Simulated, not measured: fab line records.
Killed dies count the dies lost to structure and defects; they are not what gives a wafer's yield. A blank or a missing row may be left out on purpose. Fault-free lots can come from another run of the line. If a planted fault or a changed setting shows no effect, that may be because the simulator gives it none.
Which tool is to blame? ; flow nandHarc ; Sampling: 24 lots, 72 wafers, 6 of 1302 route steps

## WHAT EACH GAUGE READ, for each wafer
NHARC_P_CONTACT_INSPECT_27. Usual: rawDefectCount reads 302 (standard deviation 120).
lot;measured;on;rawDefectCount;flag
L074;day 6 04:36;defectInspect-02;297 151 201;
L075;day 6 14:16;defectInspect-02;275 322 244;
L076;day 7 04:13;defectInspect-01;468 309 440;
L077;day 7 09:01;defectInspect-02;352 382 330;
L079;day 8 04:19;defectInspect-01;381 165 220;
L078;day 8 13:44;defectInspect-01;298 338 347;
L080;day 8 22:00;defectInspect-02;246 207 228;
L081;day 9 12:07;defectInspect-01;498 312 309;
L082;day 9 14:44;defectInspect-02;209 222 309;
L083;day 10 02:40;defectInspect-02;298 231 267;
L084;day 10 11:08;defectInspect-02;206 429 255;
L085;day 10 18:17;defectInspect-01;278 255 380;
L086;day 11 05:24;defectInspect-02;173 242 176;
L087;day 11 07:43;defectInspect-01;232 315 221;
L088;day 11 22:49;defectInspect-01;236 230 446;
L089;day 12 04:55;defectInspect-02;246 106 233;
L090;day 12 10:47;defectInspect-02;157 178 205;
L091;day 12 22:49;defectInspect-01;367 267 285;
L092;day 13 15:36;defectInspect-02;254 229 251;
L093;day 13 19:26;defectInspect-02;355 263 441;
L094;day 14 05:08;defectInspect-01;389 326 326;
L095;day 15 05:04;defectInspect-01;397 404 433;
L096;day 15 10:14;defectInspect-01;393 336 261;
L097;day 15 16:38;defectInspect-01;287 247 329;

NHARC_P_M2_INSPECT_27. Usual: rawDefectCount reads 336 (standard deviation 160).
lot;measured;on;rawDefectCount;flag
L074;day 6 16:49;defectInspect-01;319 323 290;
L075;day 7 02:14;defectInspect-02;233 285 274;
L076;day 7 16:22;defectInspect-01;391 282 389;
L077;day 7 20:41;defectInspect-01;236 265 246;
L079;day 8 16:12;defectInspect-02;439 596 445;
L078;day 9 01:46;defectInspect-01;319 291 333;
L080;day 9 10:06;defectInspect-01;433 234 234;
L081;day 9 23:44;defectInspect-02;198 180 193;
L082;day 10 02:38;defectInspect-01;275 286 344;
L083;day 10 14:56;defectInspect-02;343 302 404;
L084;day 10 22:52;defectInspect-01;400 690 816;
L085;day 11 06:17;defectInspect-02;217 212 221;
L086;day 11 17:14;defectInspect-02;269 328 323;
L087;day 11 19:56;defectInspect-02;268 170 392;
L088;day 12 10:53;defectInspect-01;425 310 256;
L089;day 12 16:43;defectInspect-01;447 205 269;
L090;day 12 22:28;defectInspect-02;375 296 183;
L091;day 13 10:49;defectInspect-02;357 193 178;
L092;day 14 03:14;defectInspect-01;615 609 483;
L093;day 14 07:15;defectInspect-01;202 195 387;
L094;day 14 16:53;defectInspect-02;227 250 264;
L095;day 15 17:30;defectInspect-02;374 230 503;
L096;day 15 21:54;defectInspect-01;217 294 265;
L097;day 16 04:35;defectInspect-02;330 233 258;

NHARC_P_BONDPAD_CD_MEAS_09: target cd 500 nm. Usual: cdNm reads 499.5 nm (standard deviation 1.8).
lot;measured;on;cdNm (nm);flag
L074;day 6 18:43;cdSem-03;496.7 499.4 496.4;
L075;day 7 04:00;cdSem-01;502.6 497.6 501.1;
L076;day 7 18:07;cdSem-01;498.6 498.8 497.7;
L077;day 7 22:20;cdSem-02;498.8 497.2 501.3;
L079;day 8 17:52;cdSem-02;499.8 502.8 498.6;
L078;day 9 03:29;cdSem-02;499.7 499.0 501.4;
L080;day 9 11:45;cdSem-01;499.4 499.6 498.7;
L081;day 10 01:31;cdSem-01;496.5 500.3 498.5;
L082;day 10 04:23;cdSem-01;498.9 499.7 500.3;
L083;day 10 16:40;cdSem-03;499.5 498.8 498.9;
L084;day 11 00:39;cdSem-01;500.5 496.8 499.0;
L085;day 11 08:06;cdSem-02;502.4 504.2 500.8;
L086;day 11 18:54;cdSem-03;501.7 496.7 498.4;
L087;day 11 21:48;cdSem-03;498.8 501.6 501.1;
L088;day 12 12:32;cdSem-03;502.7 501.6 499.5;
L089;day 12 18:32;cdSem-03;500.9 496.4 500.0;
L090;day 13 00:06;cdSem-02;498.6 501.1 500.4;
L091;day 13 12:37;cdSem-03;500.9 499.7 501.4;
L092;day 14 04:56;cdSem-01;496.9 497.6 500.3;
L093;day 14 09:02;cdSem-01;496.1 499.1 500.8;
L094;day 14 18:52;cdSem-02;498.6 499.2 497.8;
L095;day 15 19:17;cdSem-01;499.7 494.8 496.9;
L096;day 15 23:49;cdSem-01;499.1 504.0 500.9;
L097;day 16 06:23;cdSem-01;497.3 500.2 499.1;

## TOOL THAT RAN EACH LOT (tool first, then ch and the chambers of the sampled wafers, then the start)
lot;NHARC_P_M1_DEGAS_29;NHARC_P_M2_DEGAS_29;NHARC_P_BONDPAD_DEP_00
L074;pvdSputter-01, day 6 11:04;pvdSputter-01, day 6 15:16;pecvd-04 ch 0,1,2, day 6 17:38
L075;pvdSputter-03, day 6 20:22;pvdSputter-03, day 7 00:35;pecvd-04 ch 0,2, day 7 04:00 or earlier
L076;pvdSputter-01, day 7 10:37;pvdSputter-02, day 7 14:49;pecvd-01 ch 0,2, day 7 18:07 or earlier
L077;pvdSputter-03, day 7 14:56;pvdSputter-01, day 7 19:08;pecvd-01 ch 1,2, day 7 21:14
L079;pvdSputter-01, day 8 10:35;pvdSputter-02, day 8 14:38;pecvd-04 ch 0,1,2, day 8 16:49
L078;pvdSputter-03, day 8 19:40;pvdSputter-02, day 8 23:50;pecvd-01 ch 0,1,2, day 9 02:25
L080;pvdSputter-02, day 9 04:32;pvdSputter-02, day 9 08:32;pecvd-04 ch 0,1,2, day 9 10:40
L081;pvdSputter-03, day 9 18:10;pvdSputter-03, day 9 22:11;pecvd-01 ch 0,1, day 10 00:20
L082;pvdSputter-02, day 9 20:55;pvdSputter-03, day 10 01:04;pecvd-04 ch 1,2, day 10 04:23 or earlier
L083;pvdSputter-02, day 10 09:15;pvdSputter-02, day 10 13:22;pecvd-01 ch 0,1, day 10 16:40 or earlier
L084;pvdSputter-03, day 10 17:16;pvdSputter-02, day 10 21:17;pecvd-01 ch 0,1,2, day 10 23:25
L085;pvdSputter-03, day 11 00:27;pvdSputter-03, day 11 04:27;pecvd-04 ch 0,1,2, day 11 06:56
L086;pvdSputter-02, day 11 11:38;pvdSputter-01, day 11 15:40;pecvd-04 ch 1,2, day 11 17:53
L087;pvdSputter-02, day 11 14:11;pvdSputter-01, day 11 18:22;pecvd-01 ch 1,2, day 11 21:48 or earlier
L088;pvdSputter-03, day 12 05:08;pvdSputter-03, day 12 09:20;pecvd-04 ch 0,1, day 12 11:29
L089;pvdSputter-01, day 12 10:59;pvdSputter-03, day 12 15:09;pecvd-04 ch 0,1,2, day 12 17:19
L090;pvdSputter-01, day 12 16:43;pvdSputter-01, day 12 20:53;pecvd-01 ch 0,1, day 13 00:06 or earlier
L091;pvdSputter-02, day 13 05:14;pvdSputter-03, day 13 09:16;pecvd-01 ch 1,2, day 13 11:28
L092;pvdSputter-02, day 13 21:32;pvdSputter-02, day 14 01:41;pecvd-01 ch 0,1, day 14 03:51
L093;pvdSputter-03, day 14 01:28;pvdSputter-03, day 14 05:38;pecvd-01 ch 1,2, day 14 07:49
L094;pvdSputter-03, day 14 11:11;pvdSputter-02, day 14 15:20;pecvd-04 ch 0,1,2, day 14 17:38
L095;pvdSputter-01, day 15 11:45;pvdSputter-03, day 15 15:56;pecvd-02 ch 0,1,2, day 15 18:04
L096;pvdSputter-01, day 15 16:11;pvdSputter-02, day 15 20:22;pecvd-01 ch 0,1,2, day 15 22:35
L097;pvdSputter-01, day 15 22:52;pvdSputter-03, day 16 03:02;pecvd-02 ch 0,1,2, day 16 05:09
- NHARC_P_M1_DEGAS_29: time 60 s.
- NHARC_P_M2_DEGAS_29: time 60 s.
- NHARC_P_BONDPAD_DEP_00: deposits SiCN, target thk 250 nm.

## AS READ BY THE TOOLS THEMSELVES (means over the sampled wafers that have a number; for cases with no such wafer, the mark the record gives instead)
NHARC_P_M1_DEGAS_29. Usual: heaterPowerW reads 320 W (standard deviation 31).
lot;tool;heaterPowerW (W);flag
L074;pvdSputter-01;329;
L075;pvdSputter-03;351;
L076;pvdSputter-01;327;
L077;pvdSputter-03;375;
L079;pvdSputter-01;335;
L078;pvdSputter-03;312;
L080;pvdSputter-02;301;
L081;pvdSputter-03;342;
L082;pvdSputter-02;293;
L083;pvdSputter-02;294;
L084;pvdSputter-03;325;
L085;pvdSputter-03;330;
L086;pvdSputter-02;292;
L087;pvdSputter-02;293;
L088;pvdSputter-03;305;
L089;pvdSputter-01;323;
L090;pvdSputter-01;333;
L091;pvdSputter-02;302;
L092;pvdSputter-02;297;
L093;pvdSputter-03;344;
L094;pvdSputter-03;348;
L095;pvdSputter-01;324;
L096;pvdSputter-01;334;
L097;pvdSputter-01;330;

NHARC_P_M2_DEGAS_29. Usual: heaterPowerW reads 319 W (standard deviation 33).
lot;tool;heaterPowerW (W);flag
L074;pvdSputter-01;337;
L075;pvdSputter-03;399;
L076;pvdSputter-02;296;
L077;pvdSputter-01;317;
L079;pvdSputter-02;296;
L078;pvdSputter-02;292;
L080;pvdSputter-02;294;
L081;pvdSputter-03;343;
L082;pvdSputter-03;350;
L083;pvdSputter-02;298;
L084;pvdSputter-02;298;
L085;pvdSputter-03;318;
L086;pvdSputter-01;331;
L087;pvdSputter-01;330;
L088;pvdSputter-03;316;
L089;pvdSputter-03;340;
L090;pvdSputter-01;336;
L091;pvdSputter-03;333;
L092;pvdSputter-02;297;
L093;pvdSputter-03;326;
L094;pvdSputter-02;309;
L095;pvdSputter-03;334;
L096;pvdSputter-02;298;
L097;pvdSputter-03;296;

NHARC_P_BONDPAD_DEP_00. Usual: heaterPowerW reads 593 W (standard deviation 71).
lot;tool;heaterPowerW (W);flag
L074;pecvd-04;561;
L075;pecvd-04;587;
L076;pecvd-01;597;
L077;pecvd-01;593;
L079;pecvd-04;555;
L078;pecvd-01;636;
L080;pecvd-04;580;
L081;pecvd-01;632;
L082;pecvd-04;548;
L083;pecvd-01;681;
L084;pecvd-01;628;
L085;pecvd-04;595;
L086;pecvd-04;618;
L087;pecvd-01;593;
L088;pecvd-04;504;
L089;pecvd-04;554;
L090;pecvd-01;645;
L091;pecvd-01;638;
L092;pecvd-01;677;
L093;pecvd-01;674;
L094;pecvd-04;547;
L095;pecvd-02;509;
L096;pecvd-01;583;
L097;pecvd-02;536;

## THE ANSWER, worked out from the rows above alone
Rule: lot off if the mean of its wafers having a number is beyond 3 standard deviations from the usual mean. Also off: a lot with no number at a reading for which 4 or more lots have one. The other lots that the step has rows for count as sound. First the gauges in route order, then the tools' own readings, where a lot's mean is used as printed above. The first step at which some lot is off is used, and at that step the reading that is off furthest; a lot without a number counts as furthest.
No lot is off at any reading shown: from this, nothing can be told.

## WHAT THE SIMULATOR HAD PUT IN
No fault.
